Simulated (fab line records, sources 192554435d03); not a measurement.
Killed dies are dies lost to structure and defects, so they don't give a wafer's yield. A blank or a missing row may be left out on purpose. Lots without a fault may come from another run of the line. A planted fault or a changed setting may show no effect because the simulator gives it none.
Which tool did it? | flow n5_finfet | 11 lots, 33 wafers sampled, at 5 steps of a route of 1938

WHAT THE GAUGES READ, wafer by wafer
N5_BEOL_M1_OVL_MEAS_12. Usual: M1_OVL 0.2 nm, standard deviation 0.66.
lot  | measured     | on         | M1_OVL (nm)   | flag
L626 | day 6 04:09  | overlay-01 | 0.7 -0.1 0.4  |
L627 | day 6 06:51  | overlay-01 | 0.4 0.5 0.2   |
L628 | day 6 07:19  | overlay-01 | -0.5 0.4 -0.8 |
L630 | day 6 23:28  | overlay-02 | 0.3 0.3 -0.7  |
L639 | day 9 11:02  | overlay-02 | -0.7 0.5 -0.3 |
L640 | day 9 23:52  | overlay-02 | -0.1 -0.1 0.4 |
L642 | day 9 23:56  | overlay-01 | 1.8 1.3 1.0   |
L643 | day 10 03:02 | overlay-02 | 0.3 -0.6 -1.1 |
L644 | day 10 16:26 | overlay-02 | 0.1 0.3 1.1   |
L646 | day 10 22:13 | overlay-01 | 0.1 -1.0 0.1  |
L648 | day 11 10:26 | overlay-01 | 0.1 -0.4 0.4  |

N5_BEOL_M4_RC_MEAS_101. Usual: DIBL_N 37.5 mV/V, standard deviation 1.9; DIBL_P 37.3 mV/V, standard deviation 2.4; IOFF_N 0.18 nA/um, standard deviation 0.038; IOFF_P 0.23 nA/um, standard deviation 0.045; ION_N 677 uA/um, standard deviation 11; ION_P 464 uA/um, standard deviation 8.1; SS_N 72.0 mV/dec, standard deviation 0.68; SS_P 73.5 mV/dec, standard deviation 0.77; VT_N 249 mV, standard deviation 3.3; VT_P -249 mV, standard deviation 3.6.
lot  | measured     | on        | DIBL_N (mV/V)  | DIBL_P (mV/V)  | IOFF_N (nA/um) | IOFF_P (nA/um) | ION_N (uA/um) | ION_P (uA/um) | SS_N (mV/dec)  | SS_P (mV/dec)  | VT_N (mV)   | VT_P (mV)      | flag
L626 | day 8 00:23  | prober-02 | 38.1 40.4 37.6 | 37.5 40.1 36.8 | 0.18 0.23 0.17 | 0.20 0.24 0.19 | 672 687 665   | 449 465 451   | 72.3 73.4 71.6 | 73.7 73.7 73.8 | 250 248 252 | -251 -249 -254 |
L627 | day 7 19:20  | prober-01 | 38.4 36.5 39.9 | 37.3 36.1 39.5 | 0.22 0.17 0.24 | 0.24 0.21 0.27 | 688 667 679   | 468 460 461   | 72.3 71.8 72.8 | 74.0 73.1 74.7 | 242 248 245 | -247 -253 -247 |
L628 | day 8 15:20  | prober-01 | 34.8 39.1 35.7 | 37.3 44.5 37.7 | 0.18 0.26 0.18 | 0.20 0.34 0.20 | 683 693 677   | 465 472 460   | 72.7 73.3 72.2 | 72.9 74.0 72.6 | 249 244 251 | -252 -242 -251 |
L630 | day 8 20:15  | prober-02 | 35.6 39.6 39.7 | 35.8 39.9 39.8 | 0.12 0.19 0.20 | 0.18 0.25 0.24 | 663 674 679   | 458 467 464   | 71.6 72.5 72.7 | 72.7 74.1 74.1 | 257 251 249 | -254 -246 -252 |
L639 | day 11 05:46 | prober-02 | 34.8 37.4 38.5 | 34.9 37.4 39.7 | 0.13 0.16 0.19 | 0.18 0.21 0.25 | 673 659 685   | 458 455 471   | 70.5 71.8 71.4 | 72.1 73.2 73.7 | 254 250 248 | -250 -253 -248 |
L640 | day 12 05:04 | prober-02 | 36.3 38.0 35.7 | 36.8 39.5 36.7 | 0.16 0.21 0.16 | 0.20 0.23 0.20 | 666 692 672   | 460 464 459   | 71.8 72.0 71.4 | 73.5 74.0 73.0 | 252 244 249 | -253 -251 -250 |
L642 | day 12 09:42 | prober-01 | 38.6 42.1 40.1 | 38.3 41.9 38.9 | 0.18 0.27 0.22 | 0.26 0.32 0.26 | 678 703 697   | 468 473 474   | 72.4 73.1 73.2 | 74.2 75.1 74.1 | 246 244 247 | -246 -243 -249 |
L643 | day 12 11:52 | prober-01 | 37.7 32.6 38.4 | 40.0 33.0 40.1 | 0.19 0.11 0.21 | 0.29 0.19 0.32 | 687 666 680   | 478 473 476   | 71.9 70.6 71.7 | 74.0 71.4 73.3 | 248 254 246 | -243 -249 -243 |
L644 | day 13 02:58 | prober-02 | 40.4 34.6 39.7 | 40.5 33.0 38.5 | 0.23 0.11 0.23 | 0.27 0.16 0.24 | 687 658 690   | 463 459 463   | 72.3 71.4 72.9 | 74.8 72.1 74.0 | 244 257 244 | -250 -255 -246 |
L646 | day 13 05:11 | prober-02 | 38.6 39.7 40.7 | 39.3 40.5 41.6 | 0.18 0.23 0.23 | 0.24 0.26 0.27 | 681 683 692   | 464 463 470   | 71.8 72.4 72.7 | 74.7 74.5 74.2 | 247 244 245 | -250 -249 -249 |
L648 | day 13 12:23 | prober-02 | 38.9 36.0 34.5 | 38.9 36.7 36.0 | 0.22 0.15 0.13 | 0.25 0.21 0.20 | 682 675 664   | 458 466 462   | 72.6 71.9 71.6 | 73.9 72.7 73.4 | 248 249 253 | -249 -248 -250 |

WHICH TOOL RAN EACH LOT (tool, then ch and the chambers of the sampled wafers, then the start)
lot  | N5_BEOL_M0_ANNEAL_117        | N5_BEOL_M0_ANNEAL_135        | N5_BEOL_M1_COAT_73
L626 | pvd_sputter-02, day 6 00:41  | pvd_sputter-02, day 6 00:55  | litho_track-05 ch 0, day 6 03:51
L627 | pvd_sputter-03, day 6 02:52  | pvd_sputter-03, day 6 03:06  | litho_track-04 ch 0, day 6 06:33
L628 | pvd_sputter-03, day 6 04:14  | pvd_sputter-03, day 6 04:28  | litho_track-05 ch 0, day 6 06:53
L630 | pvd_sputter-03, day 6 20:40  | pvd_sputter-03, day 6 20:54  | litho_track-04 ch 0, day 6 23:05
L639 | pvd_sputter-01, day 9 08:50  | pvd_sputter-01, day 9 09:06  | litho_track-05 ch 0, day 9 10:37
L640 | pvd_sputter-02, day 9 20:14  | pvd_sputter-02, day 9 20:28  | litho_track-05 ch 0, day 9 23:34
L642 | pvd_sputter-03, day 9 20:29  | pvd_sputter-03, day 9 20:43  | litho_track-03 ch 0, day 9 23:38
L643 | pvd_sputter-01, day 10 00:51 | pvd_sputter-01, day 10 01:07 | litho_track-04 ch 0, day 10 02:44
L644 | pvd_sputter-01, day 10 10:32 | pvd_sputter-01, day 10 10:49 | litho_track-03 ch 0, day 10 16:09
L646 | pvd_sputter-03, day 10 18:36 | pvd_sputter-03, day 10 18:50 | litho_track-03 ch 0, day 10 21:44
L648 | pvd_sputter-02, day 11 08:04 | pvd_sputter-02, day 11 08:18 | litho_track-03 ch 0, day 11 10:01
- N5_BEOL_M0_ANNEAL_117: time 60 s.
- N5_BEOL_M0_ANNEAL_135: time 60 s.
- N5_BEOL_M1_COAT_73: time 60 s, resist thk 5 nm.

WHAT THE TOOLS THEMSELVES READ (means of the sampled wafers that have a number; where no wafer has one, the mark that the record gives instead)
N5_BEOL_M0_ANNEAL_117. Usual: heater_power_w 824 W, standard deviation 87.
lot  | tool           | heater_power_w (W) | flag
L626 | pvd_sputter-02 | 958                |
L627 | pvd_sputter-03 | 785                |
L628 | pvd_sputter-03 | 792                |
L630 | pvd_sputter-03 | 775                |
L639 | pvd_sputter-01 | 711                |
L640 | pvd_sputter-02 | 815                |
L642 | pvd_sputter-03 | 776                |
L643 | pvd_sputter-01 | 847                |
L644 | pvd_sputter-01 | 842                |
L646 | pvd_sputter-03 | 743                |
L648 | pvd_sputter-02 | 801                |

N5_BEOL_M0_ANNEAL_135. Usual: heater_power_w 822 W, standard deviation 87.
lot  | tool           | heater_power_w (W) | flag
L626 | pvd_sputter-02 | 958                |
L627 | pvd_sputter-03 | 807                |
L628 | pvd_sputter-03 | 790                |
L630 | pvd_sputter-03 | 784                |
L639 | pvd_sputter-01 | 716                |
L640 | pvd_sputter-02 | 833                |
L642 | pvd_sputter-03 | 780                |
L643 | pvd_sputter-01 | 854                |
L644 | pvd_sputter-01 | 853                |
L646 | pvd_sputter-03 | 746                |
L648 | pvd_sputter-02 | 784                |

N5_BEOL_M1_COAT_73. Usual: chill_plate_temp_C 23.01 C, standard deviation 0.093; dispense_pressure_kPa 49.3 kPa, standard deviation 2.1; heater_power_total_W 391.8 W, standard deviation 1.4; plate_temp_C 204.99 C, standard deviation 0.15.
lot  | tool           | chill_plate_temp_C (C) | dispense_pressure_kPa (kPa) | heater_power_total_W (W) | plate_temp_C (C) | flag
L626 | litho_track-05 | 23.04                  | 47.0                        | 390.8                    | 204.91           |
L627 | litho_track-04 | 23.00                  | 48.9                        | 391.5                    | 204.93           |
L628 | litho_track-05 | 23.05                  | 47.0                        | 390.8                    | 205.04           |
L630 | litho_track-04 | 22.93                  | 48.9                        | 392.2                    | 204.87           |
L639 | litho_track-05 | 22.89                  | 47.0                        | 385.3                    | 202.96           | OFF
L640 | litho_track-05 | 23.06                  | 47.0                        | 387.0                    | 202.83           | OFF
L642 | litho_track-03 | 22.92                  | 52.1                        | 392.5                    | 205.10           |
L643 | litho_track-04 | 22.91                  | 49.0                        | 391.4                    | 205.18           |
L644 | litho_track-03 | 23.00                  | 52.1                        | 391.7                    | 204.91           |
L646 | litho_track-03 | 23.13                  | 52.1                        | 393.3                    | 204.82           |
L648 | litho_track-03 | 22.98                  | 52.1                        | 391.5                    | 205.02           |

THE ANSWER, worked out from the rows above alone
Rule: a lot is off if the mean of its wafers that have a number lies more than 3 standard deviations from the usual mean. A lot without any number at a reading at which 4 lots or more have one is off too. The other lots that the step has rows for count as sound. The gauges are gone through in route order, then the tools' own readings, and for those a lot's mean is taken as printed above. The first step at which some lot is off is used, and at that step the reading that is off furthest; a lot without a number counts as furthest.
Off: L639, L640, at N5_BEOL_M1_COAT_73 (plate_temp_C).
A tool fits if, at that step or a process step before it, it ran every lot that is off, and no sound lot after the first of them. One fits: litho_track-05 at N5_BEOL_M1_COAT_73. Its last sound lot is L628 (day 6 06:53), its first lot that is off L639 (day 9 10:37): a fault that began between those two fits.
The tool's own readings at N5_BEOL_M1_COAT_73 bear it out: on the lots that are off they differ by more than 5 times the standard deviation of the sound lots' means. heater_power_total_W reads 386.1 W there against 391.7 W on the sound lots; plate_temp_C reads 202.90 C there against 204.98 C on the sound lots.

WHAT THE SIMULATOR HAD PUT IN
Process parameter drift: litho_track-05, from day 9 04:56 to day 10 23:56, at N5_BEOL_M1_COAT_73. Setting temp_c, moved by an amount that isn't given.
Lots struck among those shown: L639, L640. The rule above found the same.
